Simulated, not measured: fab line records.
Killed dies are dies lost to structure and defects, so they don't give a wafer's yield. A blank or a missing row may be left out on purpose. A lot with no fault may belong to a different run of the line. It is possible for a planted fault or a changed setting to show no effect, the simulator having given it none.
Comparing a struck lot with a sound one	flow nand_harc	43 steps out of a route of 1302
Sound: the wafers L827.1, L827.4, L827.5. Wafers L838.1, L838.2, L838.6 were the ones struck. Last of all comes the cause.
Order at every step that has rows: each side's tool, ch and its chambers, its first start. Under that, the readings that differ: sound wafers	struck wafers	difference of the means	sigmas: that difference in standard deviations of wafers without a fault.
alike: readings with means less than 2 such deviations apart, plus words and numbers identical on both sides. not compared: withheld readings, readings lacking a value on some wafer, bounds such as >300 that could conceal the same value, and numbers that have no deviation in the record and whose values overlap.
A row with sigmas, a row that says differs or no value, or rows on one side alone: a step with any of these is where the two part. Non-overlapping numbers with no deviation appear without sigmas and do not part them. A reading missing from all wafers of one side parts the sides only when that side holds two or more wafers.

first, 4 steps without rows for these wafers: NHARC_A_CONTACT_ETCH_121 (etches the open film in C4F8/O2/Ar, time 190 s, target depth 1850 nm); NHARC_A_CONTACT_ETCH_122 (etches the open film in C4F8/O2/Ar, time 190 s, target depth 1850 nm); NHARC_A_CONTACT_ETCH_123 (etches the open film in C4F8/O2/Ar, time 490 s, target depth 2110 nm); NHARC_A_CONTACT_ETCH_90 (etches the open film in CH3F/O2, target depth 40 nm, time 85.7 s).
NHARC_A_CONTACT_ETCH_96: etches the open film in C4F6/O2, target depth 20 nm, time 10 s.
  sound: rie_diel-01 ch 0,1,2; struck: rie_diel-02 ch 1,2
reading	sound	struck	difference	sigmas
bias_w (W)	499.5 498.7 498.6	502.2 503.5 501.6	+3.5	+2
  alike: drypump_motor_current_A, oes_product_au, rf_vpp_V, showerhead_plenum_p_Torr, throttle_valve_pct
  not compared: rf_hours_counter_h
NHARC_A_CONTACT_CD_MEAS_53:
  sound: cd_sem-03 at day 24 22:40; struck: cd_sem-02 at day 29 18:05
  alike: cd_nm
then, 3 steps without rows for these wafers: NHARC_A_CONTACT_STRIP_99 (strips in N2/H2); NHARC_A_CONTACT_STRIP_100 (strips in CF4/CHF3); NHARC_A_CONTACT_STRIP_101 (strips in O2/COS).
NHARC_A_CONTACT_ETCH_102: etches the open film in CF4/O2, target depth 100 nm, overetch 10 nm, time 55 s.
  sound on rie_diel-01 ch 0,1,2, day 24 23:00; struck on rie_diel-13 ch 1,2, day 29 18:23
  alike: bias_w, cf4_flow_sccm, drypump_motor_current_A, oes_product_au, rf_vpp_V, showerhead_plenum_p_Torr, throttle_valve_pct
  not compared: rf_hours_counter_h
then, 2 steps without rows for these wafers: NHARC_A_CONTACT_STRIP_55 (strips in O2); NHARC_A_CONTACT_STRIP_56 (strips in post etch residue remover, time 600 s).
NHARC_A_CONTACT_DEP_57: deposits aC, target thk 5300 nm.
  sound on acl_dep-01 ch 0, day 25 00:03; struck on acl_dep-01 ch 0, day 29 19:04
  alike: throttle_valve_pct
then, 11 steps without rows for these wafers: NHARC_A_CONTACT_DEP_58 (deposits SiON, target thk 90 nm); NHARC_A_CONTACT_DEHYDRATE_59 (time 120 s); NHARC_A_CONTACT_HMDS_60 (time 30 s); NHARC_A_CONTACT_COAT_61 (time 75 s); NHARC_A_CONTACT_COAT_62 (time 65 s); NHARC_A_CONTACT_COAT_63 (resist thk 90 nm); NHARC_A_CONTACT_SOFTBAKE_64 (time 55 s); NHARC_A_CONTACT_EBR_65; NHARC_A_CONTACT_EXPOSE_66 (exposes mask A CC 2); NHARC_A_CONTACT_PEB_67 (peb time 65 s); NHARC_A_CONTACT_DEVELOP_68 (develop time 35 s).
NHARC_A_CONTACT_CD_MEAS_69 targets a cd of 300 nm.
  sound on cd_sem-01 ch 0, day 25 04:02; struck on cd_sem-01 ch 0, day 29 22:59
  alike: cd_nm
NHARC_A_CONTACT_OVL_MEAS_70:
  sound: overlay-01 at day 25 04:08; struck: overlay-01 at day 29 23:05
  alike: overlay_x_nm, overlay_y_nm
NHARC_A_CONTACT_INSPECT_71:
  sound: defect_inspect-01 at day 25 04:10; struck: defect_inspect-01 at day 29 23:07
  alike: raw_defect_count
then, 1 step without rows for these wafers: NHARC_A_CONTACT_DESCUM_74 (chemistry O2, time 3 s).
NHARC_A_CONTACT_ETCH_75: etches the open film in CF4, target depth 39 nm, time 65 s.
  sound on rie_diel-02 ch 0,1,2, day 25 04:19; struck on rie_diel-02 ch 0,1, day 29 23:16
  alike: bias_w, cf4_flow_sccm, drypump_motor_current_A, oes_product_au, rf_vpp_V, showerhead_plenum_p_Torr, throttle_valve_pct
  not compared: rf_hours_counter_h
then, 5 steps without rows for these wafers: NHARC_A_CONTACT_ETCH_76 (etches the open film in N2/H2, target depth 260 nm, time 475.3 s); NHARC_A_CONTACT_ETCH_77 (etches the open film in CF4/CHF3, target depth 108.9 nm, time 54.5 s); NHARC_A_CONTACT_ETCH_78 (etches the open film in O2/COS, target depth 5300 nm, time 1378 s); NHARC_A_CONTACT_ETCH_124 (etches the open film in C4F8/O2/Ar, time 140 s, target depth 700 nm); NHARC_A_CONTACT_ETCH_125 (etches the open film in C4F8/O2/Ar, time 197 s, target depth 1918 nm).
NHARC_A_CONTACT_ETCH_126: etches the open film in C4F8/O2/Ar, time 197 s, target depth 1918 nm.
  sound on har_cap_etch-02 ch 0, day 25 06:11; struck on har_cap_etch-01 ch 0,1, day 30 01:06
  not compared: rf_hours_counter_h
then, 4 steps without rows for these wafers: NHARC_A_CONTACT_ETCH_127 (etches the open film in C4F8/O2/Ar, time 197 s, target depth 1918 nm); NHARC_A_CONTACT_ETCH_128 (etches the open film in C4F8/O2/Ar, time 197 s, target depth 1918 nm); NHARC_A_CONTACT_ETCH_129 (etches the open film in C4F8/O2/Ar, time 197 s, target depth 1918 nm); NHARC_A_CONTACT_ETCH_130 (etches the open film in C4F8/O2/Ar, time 197 s, target depth 1918 nm).
NHARC_A_CONTACT_ETCH_131: etches the open film in C4F8/O2/Ar, time 197 s, target depth 1918 nm.
  sound on har_cap_etch-02 ch 0, day 25 07:04; struck on har_cap_etch-01 ch 0,1, day 30 01:59
  not compared: rf_hours_counter_h
then, 2 steps without rows for these wafers: NHARC_A_CONTACT_ETCH_132 (etches the open film in C4F8/O2/Ar, time 197 s, target depth 1924 nm); NHARC_A_CONTACT_ETCH_133 (etches the open film in C4F8/O2/Ar, time 374 s, target depth 1610 nm).
-- jump in the record: it breaks off in module A_CONTACT and resumes in module END (first step shown: number 1302 of the route), and 3 days separate the struck wafers' starts before and after --
NHARC_END_SORT_01:
  at this point the record logs the struck wafers (prober-01 ch 0, day 32 17:47) and has no rows for the sound ones

== WHERE THEY PART ==
Last at NHARC_END_SORT_01 as far as this record goes, first at NHARC_A_CONTACT_ETCH_96.

WHY: whatever the simulator had introduced
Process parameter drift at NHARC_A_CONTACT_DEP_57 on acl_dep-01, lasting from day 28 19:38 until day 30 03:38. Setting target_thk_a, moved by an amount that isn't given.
